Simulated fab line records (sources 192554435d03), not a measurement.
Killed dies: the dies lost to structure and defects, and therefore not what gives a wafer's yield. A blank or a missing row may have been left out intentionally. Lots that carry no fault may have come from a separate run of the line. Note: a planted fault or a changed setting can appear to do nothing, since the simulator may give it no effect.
fab line records | flow n5_finfet
[record] lots = 6 wafers = 18 last_day = 20
route steps=1938 shown BEOL_M6@1212 BEOL_M15@1830 PASSIVATION@1936
lots that met no fault: taken from a fault-free run of the same line
start_h: start of the lot's first displayed wafer, in hours after the record's first day | wait_h: how many hours have passed since the lot's step before this one | " repeats the value in the row above | L1.1+2: one row covering several wafers at once | - value missing, or start not given | * or withheld: withheld | < > ~ a bound
route shown NAME@n: names a module that has steps shown in the file, with the first one's number in the route | usual: mean and standard deviation over wafers with no fault | same: alike in all rows | chamber/n: place in a boat | sites: readings site by site | _std_site: standard deviation of those values | _edge_site: outer sites' mean less inner sites' | radius_mm: for every site, how far away it sits from the centre of the wafer | mask NAME#n: copy n | behind: tool/chamber where the wafer was last shaped | hold: why the lot was held/for how many hours/how that ended | device: the transistor (n, p or np) that didn't switch | end of line: tests of these same wafers at the route's end | a step given without rows: its recipe and nothing more | killed: not the wafer's yield, but the dies lost to structure and defects at the first sort | map: the dies of a wafer, with x for killed, . for not killed, _ for no die there
set.NAME: the setting that was run; set.NAME@STEP: the one run at that earlier step | model.NAME: the simulator's own value behind a step, which no gauge read
one table for each step of the route and one row for each wafer, over a sample of lots
services: the hour from which a tool's chamber was out of use, counted from the record's first day as start_h (under 0 if before that day), plus the number of hours and why
[[steps]]
[step N5_BEOL_M6_ETCH_62]
[recipe] chemistry = N2/H2 target = SOC target_depth_a = 1100 overetch_a = 220 mask_material = SiARC temp_c = 40 time_s = 165 ion_energy_ev = 200 pressure_mtorr = 30 source_w = 840 bias_w = 150 n2_flow_sccm = 200 h2_flow_sccm = 200
[usual] bias_w = 150.0/0.5 drypump_motor_current_A = 5.6/0.52 oes_product_au = 0.68/0.07 rf_vpp_V = 523.7/2 showerhead_plenum_p_Torr = 2.54/0.072 temp_c = 40.02/0.12 throttle_valve_pct = 17.60/0.27
// columns lot.wafer tool chamber start_h wait_h bias_w drypump_motor_current_A oes_product_au rf_hours_counter_h rf_vpp_V showerhead_plenum_p_Torr temp_c throttle_valve_pct
L319.1 rie_diel-05 3 246.43 0.0 150.4 5.3 0.77 36 523.6 2.48 40.21 17.60
L319.3 " 2 " " 150.1 5.4 0.63 158 523.1 2.53 40.01 17.44
L319.6 " 3 " " 149.7 5.3 0.77 - 522.2 2.48 40.11 17.61
L321.3 rie_diel-05 1 272.16 0.0 150.5 6.4 0.70 64 522.8 2.48 40.13 17.48
L321.5 " 1 " " 150.2 6.4 0.70 - 523.4 2.48 39.93 17.47
L321.6 " 0 " " 149.8 5.3 0.65 - 523.8 2.54 39.83 17.63
L330.3 rie_diel-05 1 315.30 0.0 149.1 6.4 0.69 78 521.8 2.47 39.86 17.50
L330.4 " 3 " " 150.8 5.2 0.74 61 523.3 2.47 39.96 17.65
L330.5 " 2 " " 149.5 5.4 0.62 - 523.4 2.52 39.80 17.49
L328.2 rie_diel-01 2 326.62 0.0 149.9 5.3 0.75 26 528.4 2.70 39.85 17.23
L328.4 " 0 " " 149.3 5.5 0.58 243 523.0 2.51 39.75 17.97
L328.5 " 0 " " 150.2 5.5 0.58 - 523.2 2.51 39.96 17.95
L335.1 rie_diel-01 3 342.24 0.0 150.8 5.6 0.66 119 521.7 2.47 40.14 17.58
L335.2 " 1 " " 149.6 5.1 0.60 222 525.5 2.67 40.18 18.16
L335.4 " 2 " " 150.5 5.2 0.75 32 529.4 2.69 39.92 17.23
L341.1 rie_diel-01 0 390.87 0.0 149.9 5.5 0.82 8 522.5 2.50 40.17 17.48
L341.2 " 2 " " 150.3 5.2 0.72 52 529.0 2.69 39.98 17.28
L341.4 " 3 " " 149.6 5.6 0.64 139 520.7 2.46 39.91 17.61
[step N5_BEOL_M6_STRIP_67]
[recipe] chemistry = CF4 resist = SiARC power_w = 300 bias_power_w = 75 pressure_mtorr = 50 cf4_flow_sccm = 150 rf_frequency_hz = 6e+07
[usual] drypump_motor_current_A = 5.6/0.52 oes_product_au = 0.80/0.082 rf_vpp_V = 271.0/1.3 showerhead_plenum_p_Torr = 1.79/0.042 throttle_valve_pct = 13.40/0.19
// columns lot.wafer tool chamber start_h wait_h drypump_motor_current_A oes_product_au rf_hours_counter_h rf_vpp_V showerhead_plenum_p_Torr throttle_valve_pct
L319.1 rie_diel-05 3 246.57 0.0 5.3 0.91 36 270.5 1.77 13.37
L319.3 " 2 " " 5.4 0.75 158 270.6 1.79 13.35
L319.6 " 3 " " 5.3 0.91 - 270.3 1.77 13.34
L321.3 rie_diel-05 1 272.31 0.0 6.4 0.83 64 271.9 1.76 13.27
L321.5 " 1 " " 6.4 0.84 - 271.2 1.76 13.27
L321.6 " 0 " " 5.3 0.77 - 270.8 1.82 13.60
L330.3 rie_diel-05 1 315.45 0.0 6.4 0.81 78 271.6 1.76 13.31
L330.4 " 3 " " 5.3 0.87 61 271.6 1.76 13.42
L330.5 " 2 " " 5.4 0.73 - 270.1 1.79 13.41
L328.2 rie_diel-01 2 326.77 0.0 5.2 0.89 26 272.4 1.90 13.08
L328.4 " 0 " " 5.5 0.68 243 270.3 1.77 13.78
L328.5 " 0 " " 5.5 0.69 - 271.5 1.77 13.77
L335.1 rie_diel-01 3 342.38 0.0 5.6 0.79 119 270.4 1.75 13.40
L335.2 " 1 " " 5.1 0.70 222 271.9 1.82 13.60
L335.4 " 2 " " 5.2 0.87 32 272.9 1.90 13.11
L341.1 rie_diel-01 0 391.02 0.0 5.5 0.96 8 271.3 1.76 13.24
L341.2 " 2 " " 5.2 0.85 52 272.8 1.90 13.15
L341.4 " 3 " " 5.6 0.77 139 268.1 1.74 13.45
[step N5_BEOL_M6_CD_MEAS_18]
[recipe] pitch_nm = 80 target_cd_nm = 40
[usual] cd_nm = 40.1/0.92
// columns lot.wafer tool chamber start_h wait_h cd_nm
L319.1 cd_sem-03 - 246.80 0.0 39.6
L319.3 " - " " 38.5
L319.6 " - " " 40.0
L321.3 cd_sem-02 - 272.53 0.1 40.6
L321.5 " - " " 39.8
L321.6 " - " " 40.5
L330.3 cd_sem-03 - 315.68 0.1 38.9
L330.4 " - " " 40.2
L330.5 " - " " 39.4
L328.2 cd_sem-03 - 326.99 0.1 41.1
L328.4 " - " " 41.5
L328.5 " - " " 40.9
L335.1 cd_sem-01 - 342.63 0.0 40.5
L335.2 " - " " 41.3
L335.4 " - " " 39.9
L341.1 cd_sem-01 - 391.24 0.0 40.6
L341.2 " - " " 40.3
L341.4 " - " " 42.4
[step N5_BEOL_M6_TRENCH_ETCH_37]
[recipe] chemistry = C4F6/O2 target_depth_a = 944.35 target = SiCOH_lowk time_s = 31.5 ion_energy_ev = 250 pressure_mtorr = 30 source_w = 345 bias_w = 185 Ar_flow_sccm = 300 C4F6_flow_sccm = 10 O2_flow_sccm = 10
[usual] bias_w = 185.1/0.58 drypump_motor_current_A = 5.7/0.56 oes_product_au = 0.80/0.077 rf_vpp_V = 669/21 run_length_s = 55.1/0.32 showerhead_plenum_p_Torr = 2.85/0.068 throttle_valve_pct = 20.74/0.17
// columns lot.wafer tool chamber start_h wait_h bias_w drypump_motor_current_A oes_product_au rf_hours_counter_h rf_vpp_V run_length_s showerhead_plenum_p_Torr throttle_valve_pct
L319.1 rie_diel-05 3 249.54 - 184.7 5.3 0.90 37 688 55.2 2.79 20.66
L319.3 " 1 " " 184.3 6.4 0.83 55 642 55.3 2.80 20.64
L319.6 " 3 " " 186.7 5.3 0.90 - 687 55.4 2.79 20.68
L321.3 rie_diel-05 0 274.32 - 184.3 5.3 0.76 131 666 55.2 2.85 20.82
L321.5 " 1 " " 184.8 6.4 0.81 - 641 55.3 2.79 20.65
L321.6 " 2 " " 186.0 5.4 0.76 - 678 55.3 2.87 20.80
L330.3 rie_diel-04 0 316.41 - 185.7 5.8 0.92 18 671 55.1 2.83 20.68
L330.4 " 0 " " 185.2 5.7 0.93 - 671 55.1 2.83 20.68
L330.5 " 1 " " 185.0 6.4 0.81 - 693 55.4 2.89 21.07
L328.2 rie_diel-05 3 328.72 - 184.9 5.2 0.86 65 687 63.4 2.77 20.73
L328.4 " 0 " " 185.1 5.3 0.75 149 669 54.9 2.85 20.85
L328.5 " 3 " " 185.4 5.2 0.85 - 687 55.2 2.77 20.71
L335.1 rie_diel-04 1 343.55 - 185.0 6.3 0.81 93 692 55.4 2.88 21.09
L335.2 " 0 " " 185.6 5.7 0.90 27 670 55.3 2.82 20.70
L335.4 " 2 " " 184.4 4.9 0.69 204 688 55.2 2.84 20.68
L341.1 rie_diel-04 1 392.13 - 185.4 6.3 0.78 111 692 55.3 2.87 21.11
L341.2 " 0 " " 184.5 5.8 0.86 46 672 55.0 2.82 20.73
L341.4 " 2 " " 184.0 4.9 0.68 218 689 54.6 2.83 20.68
[step N5_BEOL_M6_OCD_MEAS_38]
[usual] trench_depth_nm = 93.7/1.7
// columns lot.wafer tool chamber start_h wait_h trench_depth_nm
L319.1 ocd-01 - 249.70 - 92.7
L319.3 " - " " 91.9
L319.6 " - " " 94.1
L321.3 ocd-01 - 274.47 - 92.8
L321.5 " - " " 92.1
L321.6 " - " " 96.2
L330.3 ocd-02 - 316.57 - 95.7
L330.4 " - " " 95.6
L330.5 " - " " 94.5
L328.2 ocd-01 - 328.88 - 116.7
L328.4 " - " " 92.9
L328.5 " - " " 92.8
L335.1 ocd-02 - 343.70 - 95.3
L335.2 " - " " 94.5
L335.4 " - " " 90.6
L341.1 ocd-02 - 392.28 - 94.2
L341.2 " - " " 94.2
L341.4 " - " " 90.3
[step N5_BEOL_M6_THK_MEAS_53]
[recipe] thk_meas_gauge = xrf reads = Cu_of_BEOL_M6_ECD_50
[usual] M6_THK = 81.5/2.2
// columns lot.wafer tool chamber start_h wait_h M6_THK[nm]
L319.1 film_metro-02 - 253.00 - 80.2
L319.3 " - " " 78.8
L319.6 " - " " 81.6
L321.3 film_metro-01 - 278.44 - 83.2
L321.5 " - " " 81.8
L321.6 " - " " 85.1
L330.3 film_metro-02 - 319.71 - 83.1
L330.4 " - " " 84.8
L330.5 " - " " 83.1
L328.2 film_metro-02 - 331.21 - 106.6
L328.4 " - " " 81.1
L328.5 " - " " 80.9
L335.1 film_metro-01 - 347.25 - 83.8
L335.2 " - " " 84.8
L335.4 " - " " 79.0
L341.1 film_metro-02 - 395.03 0.3 82.7
L341.2 " - " " 79.6
L341.4 " - " " 77.7
[step N5_BEOL_M6_RS_MEAS_57]
[recipe] thk_meas_gauge = four-point-probe reads = Cu_of_BEOL_M6_ECD_50+Co_of_BEOL_M6_CVD_78+TaN_of_BEOL_M6_ALD_77
[usual] M6_RS = 0.286/0.009
// columns lot.wafer tool chamber start_h wait_h M6_RS[ohm/sq]
L319.1 film_metro-01 - 253.13 0.1 0.293
L319.3 " - " " 0.299
L319.6 " - " " 0.289
L321.3 film_metro-02 - 278.57 0.1 0.280
L321.5 " - " " 0.286
L321.6 " - " " 0.272
L330.3 film_metro-02 - 319.85 0.1 0.281
L330.4 " - " " 0.273
L330.5 " - " " 0.280
L328.2 film_metro-02 - 331.34 0.1 0.211
L328.4 " - " " 0.289
L328.5 " - " " 0.290
L335.1 film_metro-01 - 347.38 0.1 0.273
L335.2 " - " " 0.271
L335.4 " - " " 0.293
L341.1 film_metro-02 - 395.16 0.1 0.282
L341.2 " - " " 0.294
L341.4 " - " " 0.302
[step N5_BEOL_M15_RC_MEAS_101]
[usual] COMB_M10 = 1.49e-11/2.8e-12 COMB_M11 = 1.5e-11/3.2e-12 COMB_M12 = 6.1e-12/1.2e-12 COMB_M13 = 4.8e-12/1e-12 COMB_M14 = 3.3e-12/8.1e-13 COMB_M15 = 2.3e-12/6e-13 COMB_M5 = 3.5e-11/6.3e-12 COMB_M7 = 2.6e-11/5.1e-12 COMB_M8 = 2.6e-11/5.6e-12 COMB_M9 = 1.38e-11/2.8e-12 SERP_M10 = 3.07/0.099 SERP_M11 = 3.02/0.1 SERP_M12 = 0.632/0.018 SERP_M13 = 0.310/0.0077 SERP_M14 = 0.163/0.0062 SERP_M5 = 38.1/2 SERP_M6 = 13.9/0.69 SERP_M6_max_site = 14.5/0.75 SERP_M7 = 13.7/0.67 SERP_M8 = 13.6/0.64 SERP_M8_max_site = 14.2/0.72 SERP_M9 = 2.98/0.1
// columns lot.wafer tool chamber start_h wait_h COMB_M10[S/m] COMB_M11[S/m] COMB_M12[S/m] COMB_M13[S/m] COMB_M14[S/m] COMB_M15[S/m] COMB_M5[S/m] COMB_M7[S/m] COMB_M8[S/m] COMB_M9[S/m] SERP_M10[ohm/um] SERP_M11[ohm/um] SERP_M12[ohm/um] SERP_M13[ohm/um] SERP_M14[ohm/um] SERP_M5[ohm/um] SERP_M6[ohm/um] SERP_M6_max_site[ohm/um] SERP_M7[ohm/um] SERP_M8[ohm/um] SERP_M8_max_site[ohm/um] SERP_M9[ohm/um]
L319.1 prober-02 0 318.95 0.0 1.53e-11 2.1e-11 6.2e-12 4.6e-12 2.7e-12 2.5e-12 3.9e-11 3.3e-11 2.9e-11 1.3e-11 3.10 3.05 0.617 0.304 0.163 38.3 14.3 15.2 14.2 13.1 13.8 2.94
L319.3 " 0 " " 1.47e-11 1.5e-11 5.9e-12 3.7e-12 3.9e-12 2e-12 3e-11 2.8e-11 3.3e-11 1.14e-11 3.07 3.02 0.646 0.310 0.162 38.7 15.5 15.9 13.0 14.4 14.9 3.02
L319.6 " 0 " " 2.28e-11 1.6e-11 5.8e-12 4.6e-12 4.2e-12 2.5e-12 3.7e-11 3e-11 3.4e-11 1.12e-11 2.88 3.15 0.634 0.311 0.160 38.4 13.8 14.4 12.8 14.2 14.7 2.90
L321.3 prober-02 0 344.37 0.3 1.68e-11 1.3e-11 4.4e-12 5.5e-12 2.4e-12 2.3e-12 2.8e-11 2.1e-11 1.9e-11 1.21e-11 3.13 3.01 0.653 0.323 0.163 36.6 13.5 14.0 13.2 13.6 14.1 2.93
L321.5 " 0 " " 1.69e-11 1.5e-11 6e-12 3.7e-12 3.4e-12 1.4e-12 3.7e-11 2.8e-11 2.6e-11 1.4e-11 3.09 2.96 0.652 0.310 0.158 40.1 14.1 14.5 12.3 14.2 15.0 3.01
L321.6 " 0 " " 1.53e-11 1.4e-11 4e-12 4.8e-12 2.4e-12 1.9e-12 2.7e-11 2.2e-11 2.4e-11 1.32e-11 2.97 2.98 0.626 0.302 0.169 33.5 13.7 14.1 12.7 14.0 14.7 2.78
L330.3 prober-01 0 392.50 0.3 1.72e-11 1e-11 4.7e-12 6.4e-12 2.2e-12 3.8e-12 3.9e-11 2.5e-11 1.8e-11 1.81e-11 3.12 3.03 0.639 0.323 0.170 37.6 14.5 15.0 13.4 12.4 12.5 2.97
L330.4 " 0 " " 1.58e-11 1.4e-11 8.4e-12 4.8e-12 2.4e-12 3e-12 3.7e-11 2.6e-11 2.2e-11 1.59e-11 3.09 2.83 0.628 0.318 0.159 37.9 13.4 14.4 13.2 13.7 14.9 3.07
L330.5 " 0 " " 1.38e-11 1.1e-11 6.7e-12 4.4e-12 3.8e-12 2.4e-12 4.6e-11 2.4e-11 2.6e-11 1.16e-11 3.06 2.80 0.647 0.314 0.158 36.7 14.6 15.0 12.4 14.1 14.9 2.90
L328.2 prober-02 0 403.85 0.2 1.54e-11 1.4e-11 4.4e-12 4.4e-12 3.6e-12 2.7e-12 4.1e-11 3.8e-11 2.3e-11 1.26e-11 3.17 3.08 0.646 0.303 0.171 37.2 9.7 10.0 13.3 14.3 15.3 3.02
L328.4 " 0 " " 1.7e-11 1.5e-11 5.7e-12 4.5e-12 2.6e-12 2.9e-12 3.5e-11 3.1e-11 2.7e-11 1.17e-11 3.26 3.01 0.621 0.322 0.154 36.3 13.1 13.6 13.4 14.0 14.9 3.10
L328.5 " 0 " " 1.66e-11 1.2e-11 3.4e-12 4.3e-12 2.5e-12 2.2e-12 3.6e-11 2.8e-11 2.6e-11 1.38e-11 3.15 3.08 0.652 0.308 0.172 37.6 13.7 13.9 13.6 14.0 15.5 3.04
L335.1 prober-01 0 421.06 0.0 1.75e-11 1.3e-11 5.7e-12 5.5e-12 2.6e-12 2.3e-12 2.4e-11 2.5e-11 2.6e-11 1.67e-11 3.13 3.05 0.617 0.310 0.158 38.5 13.5 13.9 13.4 13.6 14.1 3.12
L335.2 " 0 " " 1.66e-11 1e-11 5.7e-12 4.9e-12 3.3e-12 2.8e-12 2.8e-11 3.2e-11 2.5e-11 1.31e-11 3.18 2.96 0.625 0.307 0.167 39.5 12.5 13.3 14.0 14.0 14.5 2.96
L335.4 " 0 " " 1.59e-11 2e-11 5.3e-12 5.1e-12 3e-12 2.5e-12 2.9e-11 3e-11 2.4e-11 1.52e-11 3.17 2.87 0.626 0.298 0.162 41.8 14.9 15.4 13.8 13.5 14.1 2.81
L341.1 prober-01 0 461.26 0.0 1.78e-11 1.8e-11 5.8e-12 5e-12 3.6e-12 2e-12 3.9e-11 2.5e-11 3.5e-11 9e-12 3.06 3.07 0.604 0.313 0.158 37.8 13.8 14.2 12.9 13.7 14.1 3.01
L341.2 " 0 " " 1.31e-11 1.6e-11 7.3e-12 6.9e-12 3.1e-12 2.4e-12 3.7e-11 3.4e-11 3.1e-11 1.53e-11 3.01 3.14 0.617 0.312 0.161 37.0 14.3 14.7 13.2 14.5 14.7 2.93
L341.4 " 0 " " 1.15e-11 1.5e-11 5.8e-12 4.9e-12 3.2e-12 2.3e-12 4.3e-11 3.1e-11 2.2e-11 1.51e-11 3.10 3.04 0.632 0.321 0.175 37.8 13.5 13.9 13.1 13.1 13.9 2.84
// sites SERP_M6 radius_mm=0,75,75,75,75,140,140,140,140
L319.1 14.7 14.6 14.3 15.2 14.3 13.8 13.6 14.0 13.7
L321.3 14.0 13.8 13.5 13.6 14.0 13.0 12.5 12.8 13.0
L330.3 14.2 14.5 14.1 14.7 14.2 14.6 14.5 15.0 14.5
L328.2 9.7 10.0 9.8 9.8 9.6 9.7 9.4 10.0 9.4
L335.1 13.8 13.5 13.9 13.5 13.5 13.3 13.1 12.8 13.8
L341.1 13.7 13.1 13.9 13.3 13.8 13.9 13.6 14.2 13.8
[step N5_PASSIVATION_PROBE_49]
[usual] defect_limited_yield = 91.4/1.4 killed_at_M0_to_M3 = 34/9.1 killed_at_M4_up = 14/5.2 killed_at_contacts = 12/6.4 killed_at_front_end = 38/11 killed_at_other = 3.7/2.8 killed_dies = 102/17 killed_on_rim = 14/3.9 killed_open = 68/13 killed_short = 32/7.8 sort_bin_4_leakage = 0.05/0.3 sort_bin_5_function = 5.1/1 sort_bin_6_memory = 3.2/0.66 sort_n_pass = 1076/19 sort_yield_pct = 91.2/1.6
[same] gross_dies = 1180 killed_at_back_side = 0 sort_bin_8_speed[%] = 0
// columns lot.wafer tool chamber start_h wait_h defect_limited_yield[%] killed_at_M0_to_M3 killed_at_M4_up killed_at_contacts killed_at_front_end killed_at_other killed_dies killed_on_rim killed_open killed_short sort_bin_4_leakage[%] sort_bin_5_function[%] sort_bin_6_memory[%] sort_n_pass sort_yield_pct[%]
L319.1 prober-01 - 335.50 0.0 90.6 36 11 10 49 5 111 11 65 46 0 4.5 4.7 1069 90.6
L319.3 prober-01 - 335.60 0.1 90.1 40 16 15 41 5 117 15 78 38 0 5.7 3.8 1063 90.1
L319.6 prober-01 - 335.75 0.3 90.4 45 24 4 40 0 113 19 85 28 0 5.8 3.4 1067 90.4
// killed by level:class
L319.1 BEOL_M3:geometric_particle:open=10 GATE_CUT:geometric_particle:short=9 FIN_SAQP:geometric_particle:open=8 FIN_SAQP:geometric_particle:short=8 BEOL_M0_SAQP:geometric_particle:short=8 BEOL_M0_SAQP:geometric_particle:open=8 MOL_CONTACT_COAG:geometric_particle:open=7 DUMMY_GATE:geometric_particle:open=6
L319.3 MOL_CONTACT_COAG:geometric_particle:open=13 BEOL_M0_SAQP:geometric_particle:short=11 BEOL_M2:geometric_particle:open=11 DUMMY_GATE:geometric_particle:open=10 FIN_SAQP:geometric_particle:open=6 GATE_CUT:geometric_particle:short=6 BEOL_M3:geometric_particle:open=6 BEOL_M0_SAQP:geometric_particle:open=5
L319.6 BEOL_M0_SAQP:geometric_particle:open=14 STI_FIN_REVEAL:geometric_particle:open=13 BEOL_M4:geometric_particle:open=11 BEOL_M2:geometric_particle:open=10 DUMMY_GATE:geometric_particle:open=8 BEOL_M0_SAQP:geometric_particle:short=8 BEOL_M3:geometric_particle:open=8 FIN_SAQP:geometric_particle:open=5
[[services]]
// columns tool chamber start_h hours kind
rie_diel-01 3 226.33 4.3 repair
rie_diel-05 1 232.14 1.4 repair
rie_diel-01 2 238.47 - clean
rie_diel-01 2 238.47 - consumable_replace:focus_ring
rie_diel-01 2 238.47 - consumable_replace:showerhead
rie_diel-01 2 238.47 17.9 scheduled_down
rie_diel-01 2 238.47 17.9 vent_cycle
rie_diel-04 0 249.99 - clean
rie_diel-04 0 249.99 - consumable_replace:focus_ring
rie_diel-04 0 249.99 21.8 scheduled_down
rie_diel-04 0 249.99 21.8 vent_cycle
rie_diel-04 3 304.27 - clean
rie_diel-04 3 304.27 - consumable_replace:focus_ring
rie_diel-04 3 304.27 19.4 scheduled_down
rie_diel-04 3 304.27 19.4 vent_cycle
rie_diel-01 0 346.66 - clean
rie_diel-01 0 346.66 - consumable_replace:focus_ring
rie_diel-01 0 346.66 20.2 scheduled_down
rie_diel-01 0 346.66 20.2 vent_cycle
rie_diel-04 2 364.60 12.6 repair
[[key]]
[first_sign] step = N5_BEOL_M6_TRENCH_ETCH_37 reading = run_length_s direction = up sigmas = 26 usual = * struck = *
[effect] step = N5_BEOL_M6_OCD_MEAS_38 reading = trench_depth_nm direction = up sigmas = 14 usual = 93.7 struck = 116.7
[effect] step = N5_BEOL_M6_THK_MEAS_53 reading = M6_THK direction = up sigmas = 11 usual = 81.5 struck = 106.6
[effect] step = N5_BEOL_M6_RS_MEAS_57 reading = M6_RS direction = down sigmas = 8.3 usual = 0.286 struck = 0.211
[effect] step = N5_BEOL_M15_RC_MEAS_101 reading = SERP_M6 direction = down sigmas = 6.2 usual = 13.9 struck = 9.7
met_at N5_BEOL_M6_TRENCH_ETCH_37
struck_lots L328
struck_wafers L328.2
not_acting_at N5_BEOL_M6_ETCH_62,N5_BEOL_M6_STRIP_67,N5_BEOL_M6_CD_MEAS_18
onset_between 274.32 328.72
[fault] kind = process_parameter_drift tool = rie_diel-05 chamber = - onset_h = 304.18 steps = N5_BEOL_M6_TRENCH_ETCH_37 channel = time_s offset = * shape = step end_h = 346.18 scope = struck_wafers_only acts_in = * stated = *
